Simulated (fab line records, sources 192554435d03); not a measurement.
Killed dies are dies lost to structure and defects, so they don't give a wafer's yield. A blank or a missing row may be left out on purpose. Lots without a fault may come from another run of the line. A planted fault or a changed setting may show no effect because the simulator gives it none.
fab line records | flow n5_finfet
record lots=7 wafers=18 last_day=18
route steps=1938 shown FIN_SAQP@143 FIN_CUT@154 BEOL_M4@1111
lots that met no fault: from a run of the same line without faults
start_h: hours from the record's first day to the start of the lot's first wafer shown | wait_h: hours since the lot's step before | " the same as in the row above | L1.1+2: a row that stands for several wafers | - no value, or no start given | * or withheld: withheld | < > ~ a bound
route shown NAME@n: a module of which the file shows steps, and the number in the route of the first | usual: mean/standard deviation of fault-free wafers | same: alike in all rows | chamber/n: place in a boat | sites: the reading at each site | _std_site: their standard deviation | _edge_site: outer sites' mean less inner sites' | radius_mm: how far each site lies from the wafer's centre | mask NAME#n: copy n | behind: the tool/chamber that last shaped the wafer | hold: why the lot was held/for how many hours/how that ended | device: the transistor (n, p or np) that didn't switch | end of line: the same wafers' tests at the end of the route | a step without rows: its recipe alone | killed: dies lost to structure and defects at the first sort, not the wafer's yield | map: a wafer's dies, x killed, . not, _ none there
set.NAME: the setting as run; set.NAME@STEP: as run at that earlier step | model.NAME: the simulator's own value behind a step, which no gauge read
lots at some steps of the route; a table a step, a row a wafer
services: from which hour (start_h, from the record's first day; less than 0 if before it) a tool's chamber was out of use, for how many hours, and why
## steps
# step N5_FIN_SAQP_ETCH_34
# recipe chemistry=C4F6/O2 target=SiO2 target_depth_a=450 time_s=15 ion_energy_ev=250 pressure_mtorr=30 source_w=345 bias_w=185 Ar_flow_sccm=300 C4F6_flow_sccm=10 O2_flow_sccm=10 ends=cleared
# usual drypump_motor_current_A=5.6/0.47 etch_rf_on_time_s=14.99/0.21 oes_product_au=0.66/0.054 rf_vpp_V=663/13 showerhead_plenum_p_Torr=2.88/0.087 throttle_valve_pct=21.00/0.19
# columns lot.wafer tool chamber start_h wait_h drypump_motor_current_A etch_rf_on_time_s oes_product_au rf_hours_counter_h rf_vpp_V showerhead_plenum_p_Torr throttle_valve_pct
L350.2 rie_diel-01 1 56.56 0.0 5.1 15.02 0.62 191 665 2.96 21.04
L350.4 " 1 " " 5.1 15.08 0.62 - 664 2.96 21.05
L350.6 " 2 " " 4.8 14.87 0.65 - 681 2.75 21.13
L352.4 rie_diel-04 2 67.87 0.0 6.1 14.89 0.62 199 678 2.83 20.89
L352.5 " 2 " " 6.1 14.93 0.62 - 680 2.83 20.90
L352.6 " 3 " " 5.9 15.02 0.64 - 669 2.95 21.00
L355.5 rie_diel-01 1 86.39 0.0 5.1 14.74 0.63 - 664 2.95 21.05
L355.6 " 2 " " 4.8 14.77 0.65 - 681 2.74 21.13
L356.1 rie_diel-01 0 94.56 0.0 5.8 15.02 0.66 131 648 2.86 20.89
L356.5 " 2 " " 4.8 14.72 0.64 - 681 2.74 21.14
L357.5 rie_diel-01 1 102.75 0.0 5.0 14.85 0.61 - 663 2.95 21.07
L357.6 " 0 " " 5.8 15.00 0.66 - 650 2.85 20.90
L364.1 rie_diel-03 0 139.38 0.0 5.3 15.17 0.70 91 656 2.99 20.79
L364.3 " 2 " " 5.2 14.87 0.67 154 660 2.84 20.86
L364.5 " 3 " " 6.0 15.25 0.57 - 642 2.93 21.07
L368.2 rie_diel-03 0 164.18 0.0 5.3 14.90 0.69 99 657 2.98 20.81
L368.3 " 2 " " 5.2 14.61 0.67 162 661 2.84 20.89
L368.6 " 1 " " 5.4 15.27 0.66 - 674 2.84 20.71
# step N5_FIN_SAQP_STRIP_77
# recipe chemistry=N2/H2 time_s=90 power_w=100 temp_c=40 pressure_mtorr=100 rf_frequency_hz=6e+07 bias_power_w=3 n2_flow_sccm=300 h2_flow_sccm=300
# usual bias_power_w=2.999/0.0098 drypump_motor_current_A=5.6/0.47 oes_product_au=0.77/0.064 rf_vpp_V=45.4/0.82 showerhead_plenum_p_Torr=3.41/0.097 throttle_valve_pct=12.14/0.19
# columns lot.wafer tool chamber start_h wait_h bias_power_w drypump_motor_current_A oes_product_au rf_hours_counter_h rf_vpp_V showerhead_plenum_p_Torr throttle_valve_pct
L350.2 rie_diel-01 1 56.58 0.0 2.999 5.1 0.72 191 45.4 3.50 12.23
L350.4 " 1 " " 2.993 5.1 0.72 - 44.8 3.50 12.22
L350.6 " 2 " " 2.989 4.8 0.76 - 45.5 3.26 12.26
L352.4 rie_diel-04 2 67.90 0.0 3.003 6.1 0.72 199 45.5 3.35 12.09
L352.5 " 2 " " 2.987 6.1 0.73 - 44.2 3.35 12.09
L352.6 " 3 " " 2.997 6.0 0.74 - 45.4 3.49 12.17
L355.5 rie_diel-01 1 86.45 0.0 3.004 5.1 0.71 - 43.9 3.50 12.25
L355.6 " 2 " " 2.997 4.8 0.75 - 46.2 3.26 12.31
L356.1 rie_diel-01 0 94.59 0.0 2.996 5.8 0.80 131 45.6 3.38 12.05
L356.5 " 2 " " 3.023 4.8 0.74 - 45.3 3.26 12.31
L357.5 rie_diel-01 1 102.81 0.0 3.001 5.1 0.71 - 44.7 3.49 12.27
L357.6 " 0 " " 3.002 5.8 0.79 - 46.3 3.38 12.08
L364.1 rie_diel-03 0 139.40 0.0 3.003 5.3 0.82 91 46.1 3.53 11.88
L364.3 " 2 " " 3.001 5.2 0.78 154 45.2 3.36 12.02
L364.5 " 3 " " 3.005 5.9 0.68 - 45.0 3.47 12.38
L368.2 rie_diel-03 0 164.20 0.0 2.993 5.3 0.80 99 45.4 3.53 11.89
L368.3 " 2 " " 3.012 5.2 0.77 162 45.4 3.35 12.05
L368.6 " 1 " " 2.999 5.4 0.76 - 45.2 3.40 12.05
# step N5_FIN_SAQP_HM_CD_35
# recipe target_cd_nm=8 polarity=line
# usual cd_nm=8.10/0.23
# columns lot.wafer tool chamber start_h wait_h cd_nm
L350.2 cd_sem-03 - 56.71 0.1 8.36
L350.4 " - " " 8.16
L350.6 " - " " 7.90
L352.4 cd_sem-01 - 68.03 0.1 8.18
L352.5 " - " " 8.07
L352.6 " - " " 8.03
L355.5 cd_sem-03 - 86.54 0.0 8.07
L355.6 " - " " 8.28
L356.1 cd_sem-03 - 94.71 0.1 8.20
L356.5 " - " " 8.20
L357.5 cd_sem-03 - 102.90 0.0 8.38
L357.6 " - " " 8.48
L364.1 cd_sem-01 - 139.53 0.1 8.01
L364.3 " - " " 7.99
L364.5 " - " " 7.90
L368.2 cd_sem-03 - 164.33 0.1 8.27
L368.3 " - " " 8.14
L368.6 " - " " 8.23
# step N5_FIN_SAQP_ETCH_64
# recipe chemistry=CF4 target=SiO2 target_depth_a=15 ion_energy_ev=350 pressure_mtorr=10 icp_w=800 bias_w=400 cf4_flow_sccm=80
# usual drypump_motor_current_A=5.8/0.6 oes_product_au=1.006/0.026 throttle_valve_pct=21.78/0.18
# columns lot.wafer tool chamber start_h wait_h drypump_motor_current_A oes_product_au rf_hours_counter_h throttle_valve_pct
L350.2 rie_si-02 2 56.76 0.0 6.7 0.981 106 21.41
L350.4 " 3 " " 5.9 1.032 88 21.87
L350.6 " 1 " " 6.8 1.013 - 21.77
L352.4 rie_si-01 1 68.07 0.0 5.8 0.986 51 21.58
L352.5 " 3 " " 6.3 0.991 - 21.77
L352.6 " 0 " " 6.2 0.997 - 22.08
L355.5 rie_si-03 0 86.58 0.0 4.6 0.984 - 21.69
L355.6 " 1 " " 5.7 0.960 - 21.72
L356.1 rie_si-02 0 94.76 0.0 6.4 1.030 53 21.97
L356.5 " 2 " " 6.7 0.966 - 21.42
L357.5 rie_si-01 0 102.95 0.0 6.3 1.000 - 22.10
L357.6 " 1 " " 5.8 0.994 - 21.59
L364.1 rie_si-02 2 139.58 0.0 6.7 0.974 108 21.41
L364.3 " 3 " " 5.9 1.019 90 21.88
L364.5 " 3 " " 6.0 1.037 - 21.86
L368.2 rie_si-01 0 164.38 0.0 6.3 1.000 40 22.09
L368.3 " 3 " " 6.3 0.988 44 21.77
L368.6 " 3 " " 6.3 0.995 - 21.77
# step N5_FIN_SAQP_FIN_ETCH_36
# recipe chemistry=HBr/Cl2/O2 target_depth_a=1200 mask_material=SiNx time_s=50.4 bias_w=102 pressure_mtorr=10 icp_w=800 HBr_flow_sccm=150 Cl2_flow_sccm=80 O2_flow_sccm=12
# usual drypump_motor_current_A=5.8/0.61 oes_product_au=1.005/0.022 throttle_valve_pct=35.98/0.26
# columns lot.wafer tool chamber start_h wait_h drypump_motor_current_A oes_product_au rf_hours_counter_h throttle_valve_pct
L350.2 rie_si-02 2 56.78 0.0 6.7 0.989 106 35.64
L350.4 " 3 " " 5.9 1.029 88 35.99
L350.6 " 1 " " 6.8 1.008 - 36.42
L352.4 rie_si-01 1 68.09 0.0 5.8 0.992 51 35.77
L352.5 " 3 " " 6.3 0.993 - 36.05
L352.6 " 0 " " 6.2 1.002 - 36.26
L355.5 rie_si-03 0 86.64 0.0 4.7 0.978 - 35.92
L355.6 " 1 " " 5.7 0.969 - 35.85
L356.1 rie_si-02 0 94.78 0.0 6.4 1.020 53 36.69
L356.5 " 2 " " 6.7 0.981 - 35.64
L357.5 rie_si-01 0 103.00 0.0 6.2 0.999 - 36.24
L357.6 " 1 " " 5.8 0.994 - 35.79
L364.1 rie_si-02 2 139.60 0.0 6.7 0.989 108 35.61
L364.3 " 3 " " 6.0 1.032 90 35.97
L364.5 " 3 " " 5.9 1.028 - 35.96
L368.2 rie_si-01 0 164.40 0.0 6.2 1.005 40 36.23
L368.3 " 3 " " 6.3 0.994 44 36.06
L368.6 " 3 " " 6.3 1.001 - 36.04
# step N5_FIN_SAQP_CD_MEAS_37
# recipe target_cd_nm=8 polarity=line
# usual cd_nm=8.11/0.26
# columns lot.wafer tool chamber start_h wait_h cd_nm
L350.2 cd_sem-02 - 56.90 0.1 7.92
L350.4 " - " " 7.78
L350.6 " - " " 7.94
L352.4 cd_sem-02 - 68.22 0.1 7.75
L352.5 " - " " 8.16
L352.6 " - " " 7.83
L355.5 cd_sem-03 - 86.72 0.0 8.40
L355.6 " - " " 7.86
L356.1 cd_sem-02 - 94.90 0.1 8.09
L356.5 " - " " 8.03
L357.5 cd_sem-02 - 103.09 0.0 8.39
L357.6 " - " " 8.40
L364.1 cd_sem-01 - 139.72 0.1 8.21
L364.3 " - " " 7.85
L364.5 " - " " 7.96
L368.2 cd_sem-01 - 164.52 0.1 7.59
L368.3 " - " " 7.77
L368.6 " - " " 8.23
# step N5_FIN_SAQP_PRECLEAN_38
# recipe chemistry=O3/DIW time_s=45 temp_c=22 o3_ppm=10
# step N5_FIN_SAQP_PRECLEAN_45
# recipe chemistry=dHF time_s=10 dilution=500:1 temp_c=25
# step N5_FIN_SAQP_SRD_39
# recipe dry=ipa_marangoni time_s=30 temp_c=23 rinse_liquid=diw
# step N5_FIN_SAQP_OCD_MEAS_76
# usual trench_depth_nm=119.5/2.4
# columns lot.wafer tool chamber start_h wait_h trench_depth_nm
L350.2 ocd-02 - 57.00 0.0 118.2
L350.4 " - " " 123.5
L350.6 " - " " 120.2
L352.4 ocd-01 - 68.31 0.0 117.7
L352.5 " - " " 119.0
L352.6 " - " " 118.8
L355.5 ocd-01 - 86.82 0.0 117.2
L355.6 " - " " 114.7
L356.1 ocd-02 - 95.00 0.0 122.0
L356.5 " - " " 115.2
L357.5 ocd-02 - 103.19 0.0 118.7
L357.6 " - " " 117.3
L364.1 ocd-02 - 139.82 0.0 118.9
L364.3 " - " " 125.4
L364.5 " - " " 125.6
L368.2 ocd-02 - 164.62 0.0 118.9
L368.3 " - " " 119.1
L368.6 " - " " 119.2
# step N5_FIN_SAQP_INSPECT_40
# recipe inspect_instrument=brightfield mode=aei
# usual raw_defect_count=230/54
# columns lot.wafer tool chamber start_h wait_h raw_defect_count
L350.2 defect_inspect-02 - 57.03 0.0 120
L350.4 " - " " 148
L350.6 " - " " 193
L352.4 defect_inspect-01 - 68.34 0.0 334
L352.5 " - " " 317
L352.6 " - " " 225
L355.5 defect_inspect-02 - 86.85 0.0 216
L355.6 " - " " 276
L356.1 defect_inspect-02 - 95.03 0.0 255
L356.5 " - " " 275
L357.5 defect_inspect-01 - 103.22 0.0 187
L357.6 " - " " 119
L364.1 defect_inspect-02 - 139.85 0.0 255
L364.3 " - " " 189
L364.5 " - " " 217
L368.2 defect_inspect-02 - 164.65 0.0 203
L368.3 " - " " 170
L368.6 " - " " 251
# step N5_FIN_CUT_COAT_18
# recipe resist=SOC temp_c=250 time_s=60 spin_rpm=1500 resist_thk_nm=230
# step N5_FIN_CUT_COAT_19
# recipe resist=SiARC temp_c=220 time_s=60 spin_rpm=1500 resist_thk_nm=20
# usual heater_power_total_W=427.4/2.2 run_length_s=66.32/0.13
# columns lot.wafer tool chamber start_h wait_h heater_power_total_W run_length_s
L350.2 litho_track-05 0 57.06 - 429.3 66.42
L350.4 " 0 " " 429.1 66.59
L350.6 " 0 " " 425.3 66.41
L352.4 litho_track-04 0 68.37 - 427.4 66.19
L352.5 " 0 " " 430.1 66.36
L352.6 " 0 " " 429.6 66.21
L355.5 litho_track-04 0 86.88 - 428.4 66.29
L355.6 " 0 " " 483.2 55.18
L356.1 litho_track-04 0 95.06 - 482.1 54.94
L356.5 " 0 " " 425.9 66.24
L357.5 litho_track-04 0 103.25 - 424.2 66.18
L357.6 " 0 " " 488.1 54.95
L364.1 litho_track-03 0 139.88 - 429.8 66.18
L364.3 " 0 " " 424.1 66.17
L364.5 " 0 " " 429.9 66.13
L368.2 litho_track-03 0 164.68 - 424.2 66.47
L368.3 " 0 " " 428.4 66.22
L368.6 " 0 " " 429.3 66.23
# step N5_FIN_CUT_COAT_29
# recipe resist=underlayer temp_c=205 time_s=60 spin_rpm=1500 resist_thk_nm=10
# step N5_BEOL_M4_RC_MEAS_101
# usual DIBL_N=36.2/1.7 DIBL_P=36.2/2.2 IOFF_N=0.16/0.035 IOFF_P=0.21/0.042 ION_N=673/13 ION_P=462/7.9 SS_N=71.4/0.59 SS_P=73.2/0.7 VT_N=250/3.6 VT_P=-251/3.5
# columns lot.wafer tool chamber start_h wait_h DIBL_N[mV/V] DIBL_P[mV/V] IOFF_N[nA/um] IOFF_P[nA/um] ION_N[uA/um] ION_P[uA/um] SS_N[mV/dec] SS_P[mV/dec] VT_N[mV] VT_P[mV]
L350.2 prober-01 0 188.80 0.2 39.6 38.3 0.23 0.27 694 476 72.3 74.5 244 -246
L350.4 " 0 " " 35.0 34.4 0.12 0.20 647 460 71.2 72.3 253 -250
L350.6 " 0 " " 39.2 39.1 0.21 0.30 688 468 72.3 74.3 246 -245
L352.4 prober-02 0 211.93 0.5 36.2 35.2 0.16 0.20 682 466 71.2 73.1 248 -249
L352.5 " 0 " " 37.7 38.3 0.19 0.25 683 469 72.1 73.5 248 -248
L352.6 " 0 " " 38.4 38.7 0.21 0.27 691 475 71.8 74.0 246 -247
L355.5 prober-01 0 238.23 0.6 38.5 39.5 0.21 0.26 688 465 71.7 73.7 247 -251
L355.6 " 0 " " 37.6 36.5 0.17 0.21 671 462 72.3 73.1 248 -250
L356.1 prober-01 0 240.13 0.0 35.8 35.0 0.14 0.20 668 462 71.3 72.7 250 -251
L356.5 " 0 " " 36.3 36.6 0.17 0.23 689 469 70.8 73.9 249 -249
L357.5 prober-02 0 244.73 0.6 36.0 36.5 0.13 0.18 668 458 70.6 74.5 250 -254
L357.6 " 0 " " 36.7 36.5 0.15 0.19 678 465 71.2 73.4 253 -253
L364.1 prober-01 0 287.80 0.0 37.7 35.8 0.18 0.20 674 459 70.9 72.5 249 -249
L364.3 " 0 " " 38.4 36.5 0.17 0.21 670 454 71.9 73.7 251 -252
L364.5 " 0 " " 36.7 34.2 0.15 0.18 659 451 71.3 73.1 253 -251
L368.2 prober-01 0 305.94 0.2 34.3 34.9 0.13 0.15 668 447 70.6 72.8 256 -258
L368.3 " 0 " " 37.6 38.2 0.20 0.19 685 456 72.2 74.1 248 -254
L368.6 " 0 " " 36.9 38.7 0.19 0.20 686 454 72.1 73.7 247 -256
## services
# columns tool chamber start_h hours kind
rie_diel-04 1 39.38 - clean
rie_diel-04 1 39.38 - consumable_replace:focus_ring
rie_diel-04 1 39.38 14.2 scheduled_down
rie_diel-04 1 39.38 14.2 vent_cycle
rie_diel-01 3 43.78 - clean
rie_diel-01 3 43.78 - consumable_replace:focus_ring
rie_diel-01 3 43.78 - consumable_replace:showerhead
rie_diel-01 3 43.78 15.0 scheduled_down
rie_diel-01 3 43.78 15.0 vent_cycle
rie_diel-01 0 51.63 3.6 repair
rie_si-01 2 65.39 1.7 repair
rie_si-01 - 71.67 2.8 pm
rie_si-03 - 89.44 14.6 pm
rie_diel-01 0 112.49 8.4 repair
rie_si-03 - 117.25 2.8 pm
rie_si-03 - 125.66 0.3 repair
rie_si-01 2 127.83 8.9 repair
litho_track-05 - 133.47 - consumable_replace:filter
litho_track-04 - 139.11 - consumable_replace:filter
litho_track-03 - 147.44 - consumable_replace:filter
rie_si-02 2 148.44 4.2 repair
rie_diel-03 - 150.21 4.3 pm
rie_diel-04 1 161.52 5.3 repair
## key
first_sign step=N5_FIN_CUT_COAT_19 reading=run_length_s direction=down sigmas=85 usual=* struck=*
effect step=N5_FIN_CUT_COAT_19 reading=heater_power_total_W direction=up sigmas=27 usual=* struck=*
met_at N5_FIN_CUT_COAT_19
struck_wafers L355.6,L356.1,L357.6
onset_between 68.37 86.88
fault kind=process_parameter_drift tool=litho_track-04 chamber=- onset_h=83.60 steps=N5_FIN_CUT_COAT_19 channel=time_s offset=* shape=step end_h=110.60 scope=struck_wafers_only acts_in=* stated=*
